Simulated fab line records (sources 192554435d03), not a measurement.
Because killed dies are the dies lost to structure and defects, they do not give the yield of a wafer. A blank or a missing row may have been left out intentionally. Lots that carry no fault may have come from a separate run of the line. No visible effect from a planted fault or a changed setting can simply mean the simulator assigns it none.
fab line records	flow n5-finfet
record lots=6	wafers=16	last-day=15
route steps=1938 shown BEOL_M12@1636 PASSIVATION@1936
lots untouched by any fault: they come from a run of this same line in which no faults occurred
start-h: hours from the record's first day to the start of the lot's first wafer shown	wait-h: hours since the lot's step before	" same as the row above	L1.1+2: several wafers, shown together as one row	- either no value or no given start	* or withheld: withheld	< > ~ a bound
route shown NAME@n: NAME is a module with steps in the file, n the number in the route of the first one	usual: average and standard deviation across the fault-free wafers	same: alike in all rows	chamber/n: place in a boat	sites: each site's reading	_std_site: how widely they spread, as a standard deviation	_edge_site: mean of outer sites minus mean of inner sites	radius-mm: how far each site lies from the wafer's centre	mask NAME#n: copy n	behind: tool/chamber where the wafer was last shaped	hold: why the lot went on hold/how many hours it stayed there/how the hold came to an end	device: transistor that didn't switch, given as n, p or np	end of line: the tests these same wafers got at the end of their route	a step without rows: its recipe alone	killed: not the wafer's yield, but the dies lost to structure and defects at the first sort	map: the dies of a wafer, with x for killed, . for not killed, _ for no die there
set.NAME: the setting the step ran with; set.NAME@STEP: the setting that earlier step ran with	model.NAME: the simulator's own value behind a step, which no gauge read
a table for each step, a row for each wafer; lots at some steps of the route
services: the hour from which a tool's chamber was out of use, counted from the record's first day as start-h (under 0 if before that day), plus the number of hours and why
## steps
# step N5_BEOL_M12_ETCH_67
# recipe chemistry=CF4	target=SiARC	target-depth-a=1430	time-s=238.3	ion-energy-ev=80	pressure-mtorr=40	source-w=545	bias-w=36	Ar_flow_sccm=100	cf4-flow-sccm=100	ends=cleared
# usual drypump-motor-current-A=5.7/0.43	etch-rf-on-time-s=236/5.3	oes-product-au=0.69/0.063	rf-vpp-V=184.0/1.1	showerhead-plenum-p-Torr=2.14/0.061	throttle-valve-pct=15.52/0.26
lot.wafer	tool	chamber	start-h	wait-h	drypump-motor-current-A	etch-rf-on-time-s	oes-product-au	rf-hours-counter-h	rf-vpp-V	showerhead-plenum-p-Torr	throttle-valve-pct
L881.2	rie-diel-01	2	239.20	0.0	5.7	240	0.58	249	183.3	2.10	16.08
L881.4	"	3	"	"	5.2	234	0.71	72	183.3	2.07	15.59
L881.5	"	0	"	"	5.1	233	0.69	-	181.7	2.09	15.38
L884.1	rie-diel-01	1	251.07	0.0	5.6	226	0.75	59	184.5	2.16	15.25
L884.4	"	3	"	"	5.2	234	0.70	-	183.1	2.07	15.61
L884.6	"	0	"	"	5.0	232	0.68	-	183.4	2.09	15.40
L886.1	rie-diel-05	1	265.34	0.0	5.5	241	0.60	229	183.1	2.13	16.19
L886.4	"	0	"	"	5.5	246	0.66	-	186.0	2.23	15.22
L886.5	"	3	"	"	5.6	238	0.60	-	182.3	2.13	15.81
L890.2	rie-diel-03	1	290.77	0.0	6.7	235	0.73	67	185.1	2.09	15.54
L890.3	"	2	"	"	5.9	237	0.70	78	182.8	2.08	15.56
L890.4	"	3	"	"	5.6	240	0.67	141	183.7	2.23	15.67
L892.2	rie-diel-05	2	315.23	0.0	6.2	240	0.78	17	184.5	2.17	15.34
L892.6	"	2	"	"	6.2	241	0.76	-	184.5	2.17	15.33
L896.1	rie-diel-03	0	330.56	0.0	5.5	234	0.77	34	185.6	2.26	15.12
L896.2	"	3	"	"	5.6	235	0.66	156	185.5	2.23	15.71
# step N5_BEOL_M12_ETCH_68
# recipe chemistry=N2/H2	target=SOC	mask-material=SiARC	source-w=3000	bias-w=350	temp-c=40	time-s=285	ion-energy-ev=200	pressure-mtorr=30	n2-flow-sccm=200	h2-flow-sccm=200
# usual drypump-motor-current-A=5.7/0.43	n2-flow-sccm=200.0/0.61	oes-product-au=0.81/0.076	rf-vpp-V=524.0/2.4	showerhead-plenum-p-Torr=2.54/0.083	throttle-valve-pct=17.70/0.25
lot.wafer	tool	chamber	start-h	wait-h	drypump-motor-current-A	n2-flow-sccm	oes-product-au	rf-hours-counter-h	rf-vpp-V	showerhead-plenum-p-Torr	throttle-valve-pct
L881.2	rie-diel-01	2	239.35	0.1	5.8	200.6	0.69	249	522.8	2.52	18.41
L881.4	"	3	"	"	5.2	200.1	0.84	72	522.7	2.47	17.74
L881.5	"	0	"	"	5.1	200.3	0.81	-	521.8	2.46	17.42
L884.1	rie-diel-01	1	251.21	0.1	5.6	199.6	0.86	60	525.9	2.58	17.48
L884.4	"	3	"	"	5.2	200.2	0.83	-	522.1	2.47	17.77
L884.6	"	0	"	"	5.1	199.0	0.79	-	522.6	2.46	17.43
L886.1	rie-diel-05	1	265.49	0.1	5.5	199.1	0.71	229	522.7	2.50	18.15
L886.4	"	0	"	"	5.5	200.2	0.78	-	527.9	2.66	17.34
L886.5	"	3	"	"	5.6	200.0	0.70	-	522.7	2.51	17.94
L890.2	rie-diel-03	1	290.92	0.1	6.7	199.0	0.84	67	521.8	2.46	17.62
L890.3	"	2	"	"	5.9	200.5	0.81	78	521.2	2.46	17.66
L890.4	"	3	"	"	5.6	198.9	0.79	141	527.8	2.66	17.95
L892.2	rie-diel-05	2	315.38	0.1	6.2	200.0	0.92	17	524.9	2.61	17.72
L892.6	"	2	"	"	6.2	199.2	0.92	-	525.7	2.61	17.71
L896.1	rie-diel-03	0	330.71	0.1	5.5	200.2	0.91	35	528.7	2.70	17.35
L896.2	"	3	"	"	5.6	200.3	0.77	156	527.2	2.66	17.98
# step N5_BEOL_M12_STRIP_69
# recipe chemistry=N2/H2	temp-c=40	n2-flow-sccm=200	h2-flow-sccm=200	rf-frequency-hz=6e+07
# step N5_BEOL_M12_TRENCH_ETCH_34
# recipe chemistry=C4F8/O2/Ar	target=SiOC	target-depth-a=3189.5	mask-material=SOC	pressure-mtorr=30	source-w=3000	bias-w=700	Ar_flow_sccm=400	C4F8_flow_sccm=15	O2_flow_sccm=8	he-inner-torr=15	he-outer-torr=30	time-s=125.5	ion-energy-ev=250
# usual drypump-motor-current-A=5.7/0.43	oes-product-au=0.81/0.076	rf-vpp-V=665.5/3	showerhead-plenum-p-Torr=3.41/0.097	throttle-valve-pct=24.09/0.29
lot.wafer	tool	chamber	start-h	wait-h	drypump-motor-current-A	oes-product-au	rf-hours-counter-h	rf-vpp-V	showerhead-plenum-p-Torr	throttle-valve-pct
L881.2	rie-diel-01	2	239.53	0.0	5.8	0.69	249	664.6	3.35	24.54
L881.4	"	3	"	"	5.2	0.84	72	662.4	3.33	24.28
L881.5	"	0	"	"	5.1	0.80	-	662.9	3.32	23.89
L884.1	rie-diel-01	1	251.40	0.0	5.6	0.86	60	666.1	3.45	23.78
L884.4	"	3	"	"	5.2	0.82	-	662.5	3.33	24.30
L884.6	"	0	"	"	5.1	0.80	-	662.0	3.32	23.90
L886.1	rie-diel-05	1	265.67	0.0	5.5	0.71	229	663.2	3.39	24.75
L886.4	"	0	"	"	5.5	0.79	-	669.6	3.54	23.72
L886.5	"	3	"	"	5.6	0.70	-	664.8	3.41	24.44
L890.2	rie-diel-03	1	291.10	0.0	6.8	0.84	68	663.0	3.30	23.99
L890.3	"	2	"	"	6.0	0.82	78	662.5	3.31	24.15
L890.4	"	3	"	"	5.6	0.78	141	668.5	3.55	24.24
L892.2	rie-diel-05	2	315.56	0.0	6.2	0.91	17	668.1	3.48	24.02
L892.6	"	2	"	"	6.2	0.91	-	667.8	3.48	24.02
L896.1	rie-diel-03	0	330.89	0.0	5.5	0.91	35	670.9	3.61	23.73
L896.2	"	3	"	"	5.7	0.77	156	668.3	3.54	24.27
# step N5_BEOL_M12_STRIP_70
# recipe chemistry=C4F8/O2/Ar	resist=SiARC	rf-frequency-hz=6e+07
# step N5_BEOL_M12_OCD_MEAS_35
# usual trench-depth-nm=322/4.7
lot.wafer	tool	chamber	start-h	wait-h	trench-depth-nm
L881.2	ocd-02	-	239.68	0.0	320
L881.4	"	-	"	"	329
L881.5	"	-	"	"	324
L884.1	ocd-02	-	251.55	0.0	329
L884.4	"	-	"	"	329
L884.6	"	-	"	"	326
L886.1	ocd-02	-	265.82	0.0	318
L886.4	"	-	"	"	320
L886.5	"	-	"	"	319
L890.2	ocd-02	-	291.26	0.0	322
L890.3	"	-	"	"	328
L890.4	"	-	"	"	322
L892.2	ocd-01	-	315.71	0.0	319
L892.6	"	-	"	"	318
L896.1	ocd-02	-	331.04	0.0	325
L896.2	"	-	"	"	326
# step N5_BEOL_M12_STRIP_37
# recipe chemistry=N2/H2	power-w=1000	temp-c=250	h2-frac=0.65	overash-fraction=0.3	pressure-mtorr=withheld	n2-flow-sccm=1750	h2-flow-sccm=3250
# usual drypump-motor-current-A=5.65/0.26	heater-power-w=372/22	n2-flow-sccm=1751/5.4	oes-product-au=0.789/0.01
lot.wafer	tool	chamber	start-h	wait-h	drypump-motor-current-A	heater-power-w	n2-flow-sccm	oes-product-au	rf-hours-counter-h
L881.2	plasma-asher-01	0	239.72	0.0	5.66	378	1744	0.786	69
L881.4	"	1	"	"	5.05	416	1747	0.791	-
L881.5	"	0	"	"	5.64	354	1750	0.783	-
L884.1	plasma-asher-02	0	251.59	0.0	5.86	382	1748	0.788	128
L884.4	"	0	"	"	5.88	383	1759	0.794	-
L884.6	"	1	"	"	5.71	351	1741	0.779	-
L886.1	plasma-asher-02	0	265.86	0.0	5.89	382	1746	0.803	131
L886.4	"	1	"	"	5.72	349	1750	0.795	-
L886.5	"	0	"	"	5.90	384	1747	0.782	-
L890.2	plasma-asher-02	0	291.29	0.0	5.87	384	1746	0.800	135
L890.3	"	1	"	"	5.72	354	1758	0.790	-
L890.4	"	0	"	"	5.85	387	1755	0.780	-
L892.2	plasma-asher-02	1	315.94	0.2	5.71	350	1745	0.780	140
L892.6	"	0	"	"	5.90	376	1751	0.769	-
L896.1	plasma-asher-02	0	331.08	0.0	5.87	395	1746	0.809	142
L896.2	"	1	"	"	5.70	351	1747	0.792	142
# step N5_BEOL_M12_ETCH_38
# recipe chemistry=CF4/N2	target=SiCN	target-depth-a=687	taper-deg=2	time-s=73.4	ion-energy-ev=150	mask-material=SiO2	pressure-mtorr=40	source-w=430	bias-w=70	Ar_flow_sccm=100	cf4-flow-sccm=60	n2-flow-sccm=60
# step N5_BEOL_M12_PRECLEAN_39
# recipe chemistry=residue-remover	time-s=60	temp-c=40
# step N5_BEOL_M12_SRD_40
# recipe time-s=30	temp-c=23	rinse-liquid=diw	dry=n2-spin	spin-rpm=1500	dry-time-s=30
# step N5_BEOL_M12_DEGAS_41
# recipe ambient=vacuum	temp-c=250	time-s=60
# step N5_BEOL_M12_PRE_CLEAN_42
# recipe gas=H2/He	time-s=30	temp-c=250
# step N5_BEOL_M12_SPUTTER_43
# recipe material=TaN	target-thk-a=150	temp-c=50	bias-v=168.6	power-w=15000	chamber-pressure-pa=0.12	time-s=24.19
# usual throttle-valve-pct=29.9/1.4
lot.wafer	tool	chamber	start-h	wait-h	throttle-valve-pct	model.TaN_of_BEOL_M12_SPUTTER_43.thk-nm
L881.2	pvd-sputter-03	-	242.27	0.0	31.8	14.6
L881.4	"	-	"	"	31.3	14.6
L881.5	"	-	"	"	30.0	14.8
L884.1	pvd-sputter-02	-	253.15	0.0	27.6	14.8
L884.4	"	-	"	"	30.4	14.6
L884.6	"	-	"	"	27.7	14.8
L886.1	pvd-sputter-01	-	270.68	0.0	28.2	15.2
L886.4	"	-	"	"	30.0	15.2
L886.5	"	-	"	"	30.8	15.2
L890.2	pvd-sputter-01	-	294.39	0.0	28.5	15.2
L890.3	"	-	"	"	30.8	15.2
L890.4	"	-	"	"	30.2	15.2
L892.2	pvd-sputter-01	-	318.02	0.0	29.9	15.2
L892.6	"	-	"	"	28.4	16.6
L896.1	pvd-sputter-01	-	331.58	0.0	30.8	16.6
L896.2	"	-	"	"	28.4	15.2
# step N5_BEOL_M12_SPUTTER_44
# recipe material=Ta	target-thk-a=100	temp-c=50	bias-v=80	power-w=15000	chamber-pressure-pa=0.07	time-s=16.13
# usual throttle-valve-pct=29.9/1.4
lot.wafer	tool	chamber	start-h	wait-h	throttle-valve-pct
L881.2	pvd-sputter-03	-	242.35	0.0	31.7
L881.4	"	-	"	"	31.5
L881.5	"	-	"	"	29.8
L884.1	pvd-sputter-02	-	253.23	0.0	27.6
L884.4	"	-	"	"	30.2
L884.6	"	-	"	"	27.5
L886.1	pvd-sputter-01	-	270.76	0.0	28.6
L886.4	"	-	"	"	29.8
L886.5	"	-	"	"	30.6
L890.2	pvd-sputter-01	-	294.47	0.0	28.4
L890.3	"	-	"	"	30.8
L890.4	"	-	"	"	30.0
L892.2	pvd-sputter-01	-	318.10	0.0	29.5
L892.6	"	-	"	"	28.9
L896.1	pvd-sputter-01	-	331.66	0.0	31.0
L896.2	"	-	"	"	28.5
# step N5_BEOL_M12_SPUTTER_45
# recipe material=Cu	target-thk-a=800	temp-c=-20	bias-v=60	power-w=26000	chamber-pressure-pa=0.13	time-s=13.33
# step N5_BEOL_M12_ECD_47
# recipe material=Cu	target-thk-a=7200
# step N5_BEOL_M12_ANNEAL_48
# recipe temp-c=225	time-s=90	ambient=N2
# step N5_BEOL_M12_CMP_49
# recipe stop-on=SiOC	t-overpolish-s=20.6	down-force-psi=1	platen-rpm=50	clearing-platen-down-force-psi=1.5	clearing-platen-rpm=50	post-cmp-clean=cu-alkaline	target-thk-nm=320	clearing-platen-pad-velocity-m-s=0.99484	pad-velocity-m-s=0.99484
# usual barrier-field-endpoint-s=30.6/0.72	edge-zone-pressure-frac=1.000/0.0051	head-pressure-psi=1.0002/0.0022	motor-current-A=5.9/0.79	pad-life-wafers=1052/600
lot.wafer	tool	chamber	start-h	wait-h	barrier-field-endpoint-s	edge-zone-pressure-frac	head-pressure-psi	motor-current-A	pad-life-wafers
L881.4	cmp-03	1	243.02	0.2	31.8	0.995	1.0003	6.4	475
L881.2	"	3	"	"	30.1	1.003	1.0010	6.9	477
L881.5	"	1	"	"	31.2	1.004	1.0004	6.2	-
L884.4	cmp-01	0	253.91	0.2	30.2	0.995	0.9968	5.5	367
L884.1	"	1	"	"	30.8	0.999	1.0006	6.2	368
L884.6	"	0	"	"	30.4	1.005	1.0007	5.4	-
L886.4	cmp-01	2	271.56	0.1	30.6	1.001	0.9988	7.9	498
L886.1	"	3	"	"	30.5	0.999	0.9982	4.8	499
L886.5	"	3	"	"	30.6	0.999	0.9978	4.7	-
L890.4	cmp-04	0	295.15	0.2	30.5	1.002	1.0006	5.3	1885
L890.3	"	1	"	"	30.2	0.994	1.0021	6.0	1886
L890.2	"	2	"	"	30.2	1.006	1.0003	5.3	1887
L892.2	cmp-04	1	318.84	0.3	32.3	0.998	0.9987	5.5	2102
L892.6	"	3	"	"	33.7	1.002	1.0047	5.8	-
L896.2	cmp-03	3	332.31	0.2	31.1	0.997	1.0039	6.8	1248
L896.1	"	1	"	"	34.0	1.000	0.9980	6.6	1250
# step N5_BEOL_M12_THK_MEAS_50
# recipe thk-meas-gauge=xrf	reads=Cu_of_BEOL_M12_ECD_47
# usual M12_THK=323/5.2
lot.wafer	tool	chamber	start-h	wait-h	M12_THK[nm]
L881.2	film-metro-02	-	243.28	-	324
L881.4	"	-	"	"	334
L881.5	"	-	"	"	329
L884.1	film-metro-01	-	254.17	-	326
L884.4	"	-	"	"	325
L884.6	"	-	"	"	325
L886.1	film-metro-01	-	271.85	-	320
L886.4	"	-	"	"	319
L886.5	"	-	"	"	317
L890.2	film-metro-01	-	295.41	-	322
L890.3	"	-	"	"	329
L890.4	"	-	"	"	322
L892.2	film-metro-02	-	319.06	-	322
L892.6	"	-	"	"	320
L896.1	film-metro-01	-	332.61	-	323
L896.2	"	-	"	"	325
# step N5_PASSIVATION_PROBE_49
# usual defect-limited-yield=91.5/1.4	killed_at_M0_to_M3=32/9.7	killed_at_M4_up=14/5.3	killed-at-contacts=11/6	killed-at-front-end=39/14	killed-at-other=3.3/2.7	killed-dies=100/17	killed-open=66/13	killed-short=32/7.4	sort_bin_5_function=4.9/0.9	sort_bin_6_memory=3.2/0.72	sort-n-pass=1080/17	sort-yield-pct=91.5/1.4
# same gross-dies=1180	killed-at-back-side=0	sort_bin_4_leakage[%]=0	sort_bin_8_speed[%]=0
lot.wafer	tool	chamber	start-h	wait-h	defect-limited-yield[%]	killed_at_M0_to_M3	killed_at_M4_up	killed-at-contacts	killed-at-front-end	killed-at-other	killed-dies	killed-open	killed-short	sort_bin_5_function[%]	sort_bin_6_memory[%]	sort-n-pass	sort-yield-pct[%]
L884.1	prober-02	-	287.97	0.0	90.8	37	17	5	50	0	109	52	50	4.9	3.2	1071	90.8
L884.4	prober-02	-	288.12	0.2	93.0	29	12	8	32	2	83	55	26	4.7	1.9	1097	93.0
L884.6	prober-02	-	288.22	0.3	88.6	27	13	18	74	2	134	78	51	6.2	4.5	1046	88.6
L896.1	prober-02	-	367.85	0.0	94.4	28	3	5	29	1	66	44	20	3.1	2.4	1114	94.4
L896.2	prober-02	-	367.90	0.1	88.3	39	9	28	56	6	138	96	36	6.8	4.0	1042	88.3
# killed by level:class
L884.1 FIN_SAQP:geometric-particle:short=16 BEOL_M0_SAQP:geometric-particle:short=12 BEOL_M0_SAQP:geometric-particle:open=12 GATE_CUT:geometric-particle:short=9 STI_FIN_REVEAL:geometric-particle:open=6 BEOL_M3:geometric-particle:open=5 HKMG_FIN:area-etch=5 FIN_SAQP:geometric-particle:open=4
L884.4 BEOL_M0_SAQP:geometric-particle:open=7 BEOL_M4:geometric-particle:open=7 MOL_CONTACT_COAG:geometric-particle:open=6 BEOL_M2:geometric-particle:open=6 BEOL_M3:geometric-particle:open=6 FIN_SAQP:geometric-particle:short=5 GATE_CUT:geometric-particle:open=5 GATE_CUT:geometric-particle:short=5
L884.6 STI_FIN_REVEAL:geometric-particle:open=25 FIN_SAQP:geometric-particle:short=14 MOL_CONTACT_COAG:geometric-particle:open=13 FIN_SAQP:geometric-particle:open=8 BEOL_M0_SAQP:geometric-particle:open=8 STI_FIN_REVEAL:geometric-particle:short=6 BEOL_M0_SAQP:geometric-particle:short=6 MOL_CONTACT_COAG:geometric-particle:short=5
L896.1 BEOL_M2:geometric-particle:open=9 GATE_CUT:geometric-particle:open=5 MOL_CONTACT_COAG:geometric-particle:open=5 BEOL_M0_SAQP:geometric-particle:short=5 BEOL_M3:geometric-particle:open=5 FIN_SAQP:geometric-particle:short=4 GATE_CUT:geometric-particle:short=4 FIN_SAQP:geometric-particle:open=3
L896.2 MOL_CONTACT_COAG:geometric-particle:open=24 FIN_SAQP:geometric-particle:open=17 STI_FIN_REVEAL:geometric-particle:open=10 BEOL_M3:geometric-particle:open=9 BEOL_M0_SAQP:geometric-particle:short=7 BEOL_M0_SAQP:geometric-particle:open=6 BEOL_M2:geometric-particle:open=6 HKMG_FIN:area-etch=6
## services
tool	chamber	start-h	hours	kind
cmp-01	-	215.87	-	consumable-replace:conditioner
cmp-04	-	219.35	4.8	pm
cmp-04	-	230.39	0.8	repair
plasma-asher-01	-	241.24	5.7	repair
rie-diel-05	2	241.53	4.6	repair
rie-diel-01	2	242.59	-	clean
rie-diel-01	2	242.59	-	consumable-replace:focus-ring
rie-diel-01	2	242.59	22.9	scheduled-down
rie-diel-01	2	242.59	22.9	vent-cycle
cmp-04	-	244.50	5.0	repair
rie-diel-05	2	253.64	-	clean
rie-diel-05	2	253.64	-	consumable-replace:focus-ring
rie-diel-05	2	253.64	17.4	scheduled-down
rie-diel-05	2	253.64	17.4	vent-cycle
cmp-01	-	260.65	4.2	repair
plasma-asher-02	-	268.38	2.8	repair
cmp-03	-	269.63	1.2	repair
rie-diel-03	0	277.30	4.8	repair
cmp-01	-	286.22	19.7	repair
rie-diel-01	0	293.25	34.3	repair
rie-diel-05	2	294.72	3.8	repair
rie-diel-05	0	303.23	6.3	repair
cmp-04	-	320.90	7.0	repair
cmp-04	-	332.15	4.0	pm
## key
first-sign step=N5_BEOL_M12_CMP_49	reading=barrier-field-endpoint-s	direction=up	sigmas=4.4	usual=30.6	struck=33.8
effect none on later readings
model-effect step=N5_BEOL_M12_SPUTTER_43	value=TaN_of_BEOL_M12_SPUTTER_43.thk-nm	without=15	struck=16.6
met-at N5_BEOL_M12_SPUTTER_43
struck-wafers L892.6,L896.1
onset-between 294.39 318.02
fault kind=process-parameter-drift	tool=pvd-sputter-01	chamber=-	onset-h=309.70	steps=N5_BEOL_M12_SPUTTER_43	channel=time-s	offset=*	shape=step	end-h=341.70	scope=struck-wafers-only	acts-in=*	stated=*
